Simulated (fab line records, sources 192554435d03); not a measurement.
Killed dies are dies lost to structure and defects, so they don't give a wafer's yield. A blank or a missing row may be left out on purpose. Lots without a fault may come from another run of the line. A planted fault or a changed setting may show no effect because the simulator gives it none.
fab line records | flow n5_finfet
record lots=6 wafers=15 last_day=17
route steps=1938 shown HKMG_FIN@407 BEOL_M4@1111 PASSIVATION@1936
lots that met no fault: from a run of the same line without faults
start_h: hours from the record's first day to the start of the lot's first wafer shown | wait_h: hours since the lot's step before | " the same as in the row above | L1.1+2: a row that stands for several wafers | - no value, or no start given | * or withheld: withheld | < > ~ a bound
route shown NAME@n: a module of which the file shows steps, and the number in the route of the first | usual: mean/standard deviation of fault-free wafers | same: alike in all rows | chamber/n: place in a boat | sites: the reading at each site | _std_site: their standard deviation | _edge_site: outer sites' mean less inner sites' | radius_mm: how far each site lies from the wafer's centre | mask NAME#n: copy n | behind: the tool/chamber that last shaped the wafer | hold: why the lot was held/for how many hours/how that ended | device: the transistor (n, p or np) that didn't switch | end of line: the same wafers' tests at the end of the route | a step without rows: its recipe alone | killed: dies lost to structure and defects at the first sort, not the wafer's yield | map: a wafer's dies, x killed, . not, _ none there
set.NAME: the setting as run; set.NAME@STEP: as run at that earlier step | model.NAME: the simulator's own value behind a step, which no gauge read
lots at some steps of the route; a table a step, a row a wafer
services: from which hour (start_h, from the record's first day; less than 0 if before it) a tool's chamber was out of use, for how many hours, and why
## steps
# step N5_HKMG_FIN_STRIP_93
# recipe chemistry=N2/H2 material=SOC time_s=20 power_w=500 temp_c=40 pressure_mtorr=50 rf_frequency_hz=6e+07 bias_power_w=8 h2_frac=0.5 n2_flow_sccm=300 h2_flow_sccm=300
# usual bias_power_w=8.000/0.022 drypump_motor_current_A=5.8/0.4 oes_product_au=0.85/0.075 rf_vpp_V=54.5/0.9 showerhead_plenum_p_Torr=3.44/0.12 throttle_valve_pct=19.1/0.43
# columns lot.wafer tool chamber start_h wait_h bias_power_w drypump_motor_current_A oes_product_au rf_hours_counter_h rf_vpp_V showerhead_plenum_p_Torr throttle_valve_pct
L481.2 rie_diel-06 1 84.88 0.2 8.002 6.1 0.83 72 52.1 3.24 18.7
L481.5 " 1 " " 8.011 6.1 0.84 - 52.2 3.24 18.7
L487.4 rie_diel-02 1 120.28 0.2 8.024 5.7 0.68 238 54.5 3.44 19.0
L487.6 " 2 " " 7.968 5.6 0.69 - 54.7 3.30 19.3
L488.1 rie_diel-03 3 125.00 0.2 7.977 5.6 0.86 35 54.3 3.43 19.1
L488.2 " 0 " " 8.031 6.1 0.85 78 53.6 3.39 19.7
L488.3 " 2 " " 8.009 5.5 0.95 19 53.9 3.59 19.7
L490.2 rie_diel-06 1 139.88 0.2 8.018 6.1 0.80 92 54.1 3.23 18.7
L490.4 " 2 " " 8.004 5.1 0.90 - 55.5 3.43 19.0
L490.5 " 0 " " 7.984 6.1 0.85 - 53.9 3.57 18.7
L497.2 rie_diel-06 2 179.67 0.2 7.966 5.1 0.88 34 54.2 3.43 19.0
L497.6 " 3 " " 8.006 5.8 0.87 - 56.0 3.53 18.7
L502.2 rie_diel-03 0 212.45 0.2 8.009 6.2 0.81 108 55.2 3.38 19.8
L502.5 " 1 " " 7.981 5.7 0.93 - 54.5 3.55 18.4
L502.6 " 2 " " 8.039 5.5 0.89 - 56.5 3.57 19.7
# step N5_HKMG_FIN_WET_ETCH_76
# recipe chemistry=dNH4OH mix=1:50 temp_c=25 target=Al2O3 stop_on=La2O3 target_depth_nm=2.25 dry=ipa_marangoni rinse_time_s=30 rinse_temp_c=23
# step N5_HKMG_FIN_STRIP_60
# recipe chemistry=N2/H2 power_w=2500 temp_c=300 h2_frac=0.65 time_s=360 pressure_mtorr=withheld n2_flow_sccm=1750 h2_flow_sccm=3250
# usual drypump_motor_current_A=5.53/0.29 heater_power_w=483/44
# columns lot.wafer tool chamber start_h wait_h drypump_motor_current_A heater_power_w rf_hours_counter_h
L481.2 plasma_asher-02 0 85.12 0.0 5.99 384 40
L481.5 " 0 " " 6.01 400 -
L487.4 plasma_asher-01 1 120.55 0.1 5.35 494 -
L487.6 " 1 " " 5.38 475 -
L488.1 plasma_asher-01 1 125.15 0.0 5.35 484 89
L488.2 " 0 " " 5.28 526 89
L488.3 " 0 " " 5.28 527 -
L490.2 plasma_asher-01 1 140.03 0.0 5.35 506 92
L490.4 " 0 " " 5.27 529 -
L490.5 " 1 " " 5.34 498 -
L497.2 plasma_asher-02 1 179.82 0.0 5.77 494 59
L497.6 " 1 " " 5.77 489 -
L502.2 plasma_asher-01 1 212.61 0.0 5.37 496 106
L502.5 " 0 " " 5.29 522 -
L502.6 " 1 " " 5.34 485 -
# step N5_HKMG_FIN_WET_ETCH_77
# recipe chemistry=dHCl mix=1:10000 temp_c=25 target=La2O3 stop_on=HfO2 target_depth_nm=2
# step N5_HKMG_FIN_WET_ETCH_78
# recipe chemistry=dNH4OH mix=1:50 temp_c=25 target=Al2O3 stop_on=La2O3 target_depth_nm=4.5 dry=ipa_marangoni rinse_time_s=30 rinse_temp_c=23
# step N5_HKMG_FIN_ALD_79
# recipe material=TiN target_thk_a=15 temp_c=400 ald_precursor_family=TiCl4 ald_co_reactant=NH3 pulse_time_s=1 purge_time_s=3 co_reactant_purge_time_s=2 co_reactant_pulse_time_s=2 ald_cycles=68 pressure_torr=3
# usual ald_cycles=68/0 chamber_pressure_Torr=3.000/0.0062 heater_power_w=874/120 precursor_pulse_height_rel=0.997/0.023
# columns lot.wafer tool chamber start_h wait_h ald_cycles chamber_pressure_Torr heater_power_w precursor_pulse_height_rel since_wet_clean_h
L481.2 ald_metal-01 0 85.61 0.0 68 3.008 824 0.987 5902
L481.5 " 2 " " 68 2.999 808 1.027 -
L487.4 ald_metal-01 2 120.92 0.0 68 2.995 792 0.988 5938
L487.6 " 3 " " 68 3.006 822 1.034 -
L488.1 ald_metal-04 1 125.63 0.0 68 3.004 782 0.933 2865
L488.2 " 3 " " 68 2.991 937 1.044 2865
L488.3 " 2 " " 68 3.003 750 1.004 2865
L490.2 ald_metal-04 0 140.52 0.0 68 2.999 1067 0.996 2880
L490.4 " 1 " " 68 3.005 782 0.991 2880
L490.5 " 3 " " 68 3.000 973 0.996 -
L497.2 ald_metal-03 3 180.31 0.0 68 2.993 821 0.986 4459
L497.6 " 2 " " 68 3.007 874 1.031 -
L502.2 ald_metal-01 1 213.10 0.0 68 3.010 1108 1.000 6030
L502.5 " 1 " " 68 3.001 1096 1.009 -
L502.6 " 0 " " 68 2.994 791 0.996 -
# step N5_HKMG_FIN_CVD_62
# recipe material=a-Si target_thk_a=30 temp_c=500 precursor=Si2H6 pressure_torr=1 time_s=20.8
# usual chamber_pressure_Torr=0.9998/0.002 heater_power_w=1494/170
# columns lot.wafer tool chamber start_h wait_h chamber_pressure_Torr heater_power_w since_wet_clean_h
L481.2 thermal_cvd_si-01 2 85.97 0.2 0.9998 1695 869
L481.5 " 1 " " 0.9962 1676 -
L487.4 thermal_cvd_si-02 1 121.33 0.2 1.0016 1543 -
L487.6 " 2 " " 1.0010 1420 -
L488.1 thermal_cvd_si-02 0 126.00 0.2 1.0033 1287 181
L488.2 " 1 " " 0.9983 1558 181
L488.3 " 2 " " 0.9975 1390 181
L490.2 thermal_cvd_si-02 1 140.89 0.2 0.9998 1563 195
L490.4 " 2 " " 1.0012 1395 -
L490.5 " 1 " " 0.9987 1512 -
L497.2 thermal_cvd_si-01 2 180.67 0.2 1.0027 1666 964
L497.6 " 1 " " 0.9969 1688 -
L502.2 thermal_cvd_si-02 0 213.46 0.2 1.0008 1322 268
L502.5 " 0 " " 1.0010 1370 -
L502.6 " 2 " " 1.0018 1406 -
# step N5_HKMG_FIN_RTA_80
# recipe temp_c=withheld time_s=2 ambient=N2 idle_temp_c=600 ramp_up_c_per_s=150 ramp_down_c_per_s=60 cool_to_c=600
# step N5_HKMG_FIN_PRECLEAN_64
# recipe chemistry=dHF time_s=30 temp_c=25 dilution=withheld
# step N5_HKMG_FIN_WET_ETCH_65
# recipe chemistry=TMAH temp_c=70 conc_wt_pct=5 target=a-Si stop_on=TiN time_s=49 target_depth_nm=3
# step N5_HKMG_FIN_WET_ETCH_81
# recipe chemistry=SC1 target=TiN stop_on=HfO2 mix=1:1:5 temp_c=60 time_s=57 target_depth_nm=6
# step N5_HKMG_FIN_WET_ETCH_82
# recipe chemistry=dHCl mix=1:10000 temp_c=25 target=La2O3 stop_on=HfO2 target_depth_nm=2 dry=ipa_marangoni rinse_time_s=30 rinse_temp_c=23
# step N5_HKMG_FIN_ALD_36
# recipe material=TiN target_thk_a=10 temp_c=400 ald_precursor_family=TiCl4 ald_co_reactant=NH3 pulse_time_s=1 purge_time_s=3 co_reactant_purge_time_s=2 co_reactant_pulse_time_s=2 ald_cycles=47 pressure_torr=3
# usual ald_cycles=47/0 chamber_pressure_Torr=2.999/0.0067 heater_power_w=864/99 precursor_pulse_height_rel=0.999/0.018
# columns lot.wafer tool chamber start_h wait_h ald_cycles chamber_pressure_Torr heater_power_w precursor_pulse_height_rel since_wet_clean_h
L481.2 ald_metal-03 1 86.42 0.0 47 3.007 787 1.010 4365
L481.5 " 0 " " 47 2.995 828 0.985 -
L487.4 ald_metal-01 1 121.69 0.0 47 2.999 1129 1.003 5938
L487.6 " 0 " " 47 3.005 809 1.035 -
L488.1 ald_metal-01 1 126.39 0.0 47 3.001 1084 1.028 5943
L488.2 " 0 " " 47 2.988 821 1.030 5943
L488.3 " 3 " " 44 3.003 797 1.001 5943
L490.2 ald_metal-01 3 141.28 0.0 44 2.997 849 1.048 5958
L490.4 " 1 " " 47 3.004 1087 1.002 5958
L490.5 " 2 " " 47 3.003 818 0.981 -
L497.2 ald_metal-04 2 181.12 0.0 47 2.997 775 0.982 2921
L497.6 " 0 " " 47 2.997 1036 1.040 -
L502.2 ald_metal-04 2 214.04 0.0 47 2.999 748 0.972 2954
L502.5 " 0 " " 47 2.986 1044 1.010 -
L502.6 " 2 " " 47 2.999 759 1.012 -
# step N5_HKMG_FIN_THK_MEAS_70
# recipe thk_meas_gauge=xrf reads=HfO2_of_HKMG_FIN_HK_ALD_01
# usual HK_THK=1.594/0.021
# columns lot.wafer tool chamber start_h wait_h HK_THK[nm]
L481.2 film_metro-02 - 86.70 0.2 1.629
L481.5 " - " " 1.573
L487.4 film_metro-01 - 121.97 0.2 1.613
L487.6 " - " " 1.581
L488.1 film_metro-02 - 126.67 0.2 1.583
L488.2 " - " " 1.610
L488.3 " - " " 1.593
L490.2 film_metro-02 - 141.56 0.2 1.587
L490.4 " - " " 1.571
L490.5 " - " " 1.589
L497.2 film_metro-02 - 181.40 0.2 1.604
L497.6 " - " " 1.613
L502.2 film_metro-01 - 214.32 0.2 1.606
L502.5 " - " " 1.613
L502.6 " - " " 1.569
# step N5_BEOL_M4_RC_MEAS_101
# usual DIBL_N=36.3/1.6 DIBL_P=36.2/2 IOFF_N=0.160/0.028 IOFF_P=0.21/0.036 ION_N=677/11 ION_P=465/6.9 SS_N=71.5/0.55 SS_P=73.3/0.64 VT_N=250/3 VT_P=-250/3.5
# columns lot.wafer tool chamber start_h wait_h DIBL_N[mV/V] DIBL_P[mV/V] IOFF_N[nA/um] IOFF_P[nA/um] ION_N[uA/um] ION_P[uA/um] SS_N[mV/dec] SS_P[mV/dec] VT_N[mV] VT_P[mV]
L481.2 prober-01 0 172.38 0.2 37.8 39.3 0.211 0.25 693 463 71.6 74.3 245 -248
L481.5 " 0 " " 33.7 34.1 0.122 0.17 663 459 70.6 72.7 253 -252
L487.4 prober-01 0 223.33 0.5 34.3 33.7 0.126 0.21 648 454 70.7 73.1 254 -246
L487.6 " 0 " " 36.0 35.9 0.153 0.24 677 475 71.0 73.1 249 -244
L488.1 prober-01 0 230.68 0.0 36.1 37.4 0.149 0.25 661 461 72.0 73.7 252 -247
L488.2 " 0 " " 36.0 36.1 0.145 0.22 676 469 71.0 72.5 251 -249
L488.3 " 0 " " 39.1 41.1 0.211 0.30 675 468 72.6 74.5 245 -243
L490.2 prober-01 0 235.28 0.2 37.1 37.6 0.179 0.22 692 467 72.2 74.4 246 -251
L490.4 " 0 " " 37.8 39.0 0.207 0.24 686 466 71.9 74.5 246 -249
L490.5 " 0 " " 37.2 38.7 0.189 0.24 689 470 71.4 74.8 248 -251
L497.2 prober-01 0 280.61 0.2 37.2 37.2 0.156 0.20 675 459 71.4 73.1 252 -251
L497.6 " 0 " " 37.4 38.1 0.176 0.22 680 465 72.3 73.5 249 -249
L502.2 prober-02 0 309.64 0.2 35.1 34.3 0.134 0.17 679 462 70.7 73.3 251 -255
L502.5 " 0 " " 35.7 35.7 0.144 0.18 665 452 71.8 73.6 251 -252
L502.6 " 0 " " 35.9 36.2 0.152 0.18 683 460 71.4 73.5 249 -254
# step N5_PASSIVATION_PROBE_49
# usual defect_limited_yield=91.2/1.5 killed_at_M0_to_M3=36/10 killed_at_M4_up=13/6 killed_at_contacts=11/5.2 killed_at_front_end=40/11 killed_at_other=3.1/2.9 killed_dies=104/17 killed_open=66/12 killed_short=34/7.7 sort_bin_5_function=5.1/0.91 sort_bin_6_memory=3.2/0.67 sort_bin_8_speed=0.00/0.0074 sort_n_pass=1076/17 sort_yield_pct=91.2/1.5
# same gross_dies=1180 killed_at_back_side=0 sort_bin_4_leakage[%]=0
# columns lot.wafer tool chamber start_h wait_h defect_limited_yield[%] killed_at_M0_to_M3 killed_at_M4_up killed_at_contacts killed_at_front_end killed_at_other killed_dies killed_open killed_short sort_bin_5_function[%] sort_bin_6_memory[%] sort_bin_8_speed[%] sort_n_pass sort_yield_pct[%]
L481.2 prober-01 - 282.15 0.1 90.8 27 12 22 41 7 109 79 29 5.6 3.3 0 1071 90.8
L481.5 prober-01 - 282.30 0.2 91.9 17 13 13 49 3 95 72 21 5.4 2.4 0 1085 91.9
L487.4 prober-02 - 327.35 0.3 92.8 41 10 7 27 0 85 63 19 4.7 2.4 0.08 1094 92.7
L487.6 prober-02 - 327.45 0.4 92.2 40 10 8 33 1 92 53 37 4.5 3.0 0 1088 92.2
L490.2 prober-02 - 344.56 0.1 91.1 30 7 20 46 2 105 63 31 4.9 2.7 0 1075 91.1
L490.4 prober-02 - 344.66 0.2 92.6 36 7 12 32 0 87 54 32 4.2 2.9 0 1093 92.6
L490.5 prober-02 - 344.71 0.2 90.0 29 10 21 52 6 118 72 33 5.4 3.3 0 1062 90.0
L488.1 prober-02 - 348.67 0.0 90.0 32 13 19 49 5 118 72 38 5.3 3.8 0 1062 90.0
L488.2 prober-02 - 348.72 0.1 93.1 31 8 5 37 1 82 57 24 3.8 2.7 0 1098 93.1
L488.3 prober-02 - 348.77 0.1 91.9 25 15 22 34 0 96 61 31 5.2 2.5 0 1084 91.9
L497.2 prober-01 - 388.72 0.1 91.4 37 6 7 47 4 101 59 40 4.6 3.6 0 1079 91.4
L497.6 prober-01 - 388.92 0.3 89.8 51 2 20 45 2 120 81 37 6.1 3.8 0 1060 89.8
L502.2 prober-01 - 417.85 0.1 91.7 26 16 8 38 10 98 55 36 4.3 3.1 0 1082 91.7
L502.5 prober-01 - 418.00 0.2 92.3 27 23 11 27 3 91 64 23 4.5 2.9 0 1089 92.3
L502.6 prober-01 - 418.05 0.3 92.8 26 17 8 31 3 85 50 30 4.1 2.9 0 1095 92.8
# killed by level:class
L481.2 FIN_SAQP:geometric_particle:open=19 MOL_CONTACT_COAG:geometric_particle:open=18 BEOL_M3:geometric_particle:open=8 BEOL_M4:geometric_particle:open=5 MOL_CONTACT_COAG:geometric_particle:short=4 BEOL_M0_SAQP:geometric_particle:open=4 BEOL_M2:geometric_particle:open=4 STARTING-WAFER:geometric_particle:short=4
L481.5 FIN_SAQP:geometric_particle:open=21 MOL_CONTACT_COAG:geometric_particle:open=12 BEOL_M4:geometric_particle:open=8 FIN_SAQP:geometric_particle:short=6 BEOL_M0_SAQP:geometric_particle:short=5 STI_FIN_REVEAL:geometric_particle:open=4 ILD0:geometric_particle:open=4 BEOL_M3:geometric_particle:open=4
L487.4 BEOL_M0_SAQP:geometric_particle:open=15 STI_FIN_REVEAL:geometric_particle:open=13 BEOL_M1:geometric_particle:open=6 MOL_CONTACT_COAG:geometric_particle:open=5 BEOL_M0_SAQP:geometric_particle:short=5 BEOL_M4:geometric_particle:open=5 BEOL_M2:geometric_particle:open=4 BEOL_M3:geometric_particle:open=4
L487.6 BEOL_M0_SAQP:geometric_particle:short=12 MOL_CONTACT_COAG:geometric_particle:open=8 STI_FIN_REVEAL:geometric_particle:open=7 BEOL_M0_SAQP:geometric_particle:open=7 FIN_SAQP:geometric_particle:open=5 BEOL_M1:geometric_particle:open=5 BEOL_M2:geometric_particle:short=5 STI_FIN_REVEAL:geometric_particle:short=4
L490.2 STI_FIN_REVEAL:geometric_particle:open=15 MOL_CONTACT_COAG:geometric_particle:open=14 HKMG_FIN:area_etch=9 BEOL_M0_SAQP:geometric_particle:open=8 FIN_SAQP:geometric_particle:short=6 MOL_CONTACT_COAG:geometric_particle:short=6 BEOL_M0_SAQP:geometric_particle:short=6 BEOL_M4:geometric_particle:open=6
L490.4 MOL_CONTACT_COAG:geometric_particle:open=10 FIN_SAQP:geometric_particle:short=9 BEOL_M1:geometric_particle:open=9 BEOL_M2:geometric_particle:open=9 FIN_SAQP:geometric_particle:open=5 BEOL_M0_SAQP:geometric_particle:short=5 BEOL_M0_SAQP:geometric_particle:open=4 STI_FIN_REVEAL:geometric_particle:open=3
L490.5 MOL_CONTACT_COAG:geometric_particle:open=19 HKMG_FIN:area_etch=11 BEOL_M1:geometric_particle:open=8 FIN_SAQP:geometric_particle:short=7 DUMMY_GATE:geometric_particle:open=6 GATE_CUT:geometric_particle:short=6 GATE_CUT:geometric_particle:open=5 BEOL_M0_SAQP:geometric_particle:open=5
L488.1 MOL_CONTACT_COAG:geometric_particle:open=16 FIN_SAQP:geometric_particle:open=12 BEOL_M1:geometric_particle:open=10 FIN_SAQP:geometric_particle:short=8 HKMG_FIN:area_etch=6 BEOL_M0_SAQP:geometric_particle:open=5 MIM_BOT:geometric_particle:short=5 BEOL_M4:geometric_particle:open=5
L488.2 FIN_SAQP:geometric_particle:open=11 FIN_SAQP:geometric_particle:short=10 BEOL_M1:geometric_particle:open=10 BEOL_M0_SAQP:geometric_particle:open=5 BEOL_M0_SAQP:geometric_particle:short=4 MOL_CONTACT_COAG:geometric_particle:open=4 BEOL_M2:geometric_particle:open=4 BEOL_M3:geometric_particle:open=4
L488.3 MOL_CONTACT_COAG:geometric_particle:open=18 BEOL_M4:geometric_particle:open=8 FIN_SAQP:geometric_particle:short=7 BEOL_M0_SAQP:geometric_particle:open=7 FIN_SAQP:geometric_particle:open=5 BEOL_M2:geometric_particle:open=5 STARTING-WAFER:geometric_particle:short=5 BEOL_M0_SAQP:geometric_particle:short=4
L497.2 FIN_SAQP:geometric_particle:open=12 FIN_SAQP:geometric_particle:short=11 BEOL_M0_SAQP:geometric_particle:short=10 BEOL_M0_SAQP:geometric_particle:open=9 BEOL_M3:geometric_particle:open=8 STARTING-WAFER:geometric_particle:short=8 DUMMY_GATE:geometric_particle:open=7 MOL_CONTACT_COAG:geometric_particle:open=6
L497.6 MOL_CONTACT_COAG:geometric_particle:open=18 BEOL_M0_SAQP:geometric_particle:open=16 FIN_SAQP:geometric_particle:open=14 BEOL_M0_SAQP:geometric_particle:short=10 FIN_SAQP:geometric_particle:short=9 BEOL_M2:geometric_particle:open=9 BEOL_M1:geometric_particle:open=5 BEOL_M3:geometric_particle:open=5
L502.2 FIN_SAQP:geometric_particle:open=7 FIN_SAQP:geometric_particle:short=7 STI_FIN_REVEAL:geometric_particle:open=6 BEOL_M4:geometric_particle:open=6 BEOL_M1:geometric_particle:open=6 MOL_CONTACT_COAG:geometric_particle:open=5 BEOL_M0_SAQP:geometric_particle:open=5 GATE_CUT:geometric_particle:short=4
L502.5 MOL_CONTACT_COAG:geometric_particle:open=11 BEOL_M4:geometric_particle:open=8 FIN_SAQP:geometric_particle:open=7 BEOL_M1:geometric_particle:open=7 BEOL_M2:geometric_particle:open=5 FIN_SAQP:geometric_particle:short=4 BEOL_M0_SAQP:geometric_particle:open=4 BEOL_M1:geometric_particle:short=4
L502.6 FIN_SAQP:geometric_particle:open=11 BEOL_M4:geometric_particle:open=11 BEOL_M0_SAQP:geometric_particle:open=7 BEOL_M0_SAQP:geometric_particle:short=7 FIN_SAQP:geometric_particle:short=6 BEOL_M1:geometric_particle:short=5 STI_FIN_REVEAL:geometric_particle:open=3 MOL_CONTACT_COAG:geometric_particle:short=3
## services
# columns tool chamber start_h hours kind
rie_diel-03 - 65.45 0.9 repair
rie_diel-06 2 72.52 - clean
rie_diel-06 2 72.52 - consumable_replace:focus_ring
rie_diel-06 2 72.52 13.8 scheduled_down
thermal_cvd_si-01 0 84.36 52.0 repair
rie_diel-02 - 84.41 2.8 pm
ald_metal-01 1 86.20 15.2 repair
rie_diel-06 1 86.68 6.4 repair
rie_diel-06 3 86.70 63.1 repair
rie_diel-06 2 88.79 6.8 repair
rie_diel-06 - 92.52 4.2 repair
thermal_cvd_si-01 - 103.99 28.1 pm
ald_metal-01 3 131.61 8.5 repair
thermal_cvd_si-01 1 149.79 2.2 repair
ald_metal-01 1 152.62 6.5 repair
ald_metal-04 1 170.44 13.7 repair
thermal_cvd_si-01 0 176.76 10.6 repair
rie_diel-02 2 177.14 9.3 repair
rie_diel-02 1 178.63 14.1 repair
ald_metal-04 - 186.83 8.7 pm
rie_diel-03 1 186.86 6.5 repair
rie_diel-03 1 202.38 5.7 repair
ald_metal-04 3 204.08 28.1 repair
rie_diel-03 - 207.12 0.4 repair
## key
first_sign step=N5_HKMG_FIN_ALD_36 reading=ald_cycles direction=down sigmas=99+ usual=* struck=*
effect none on later readings
met_at N5_HKMG_FIN_ALD_36
struck_wafers L488.3,L490.2
baseline_loss step=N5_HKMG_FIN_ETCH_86 wafers=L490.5
fault kind=process_parameter_drift tool=ald_metal-01 chamber=3 onset_h=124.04 steps=N5_HKMG_FIN_ALD_36 channel=ald_cycles offset=* shape=step end_h=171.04 acts_in=* stated=*
# baseline_loss: these wafers lose ten dies or more at that step, a loss of the line's own and not of a fault; the sort's usual values leave them out
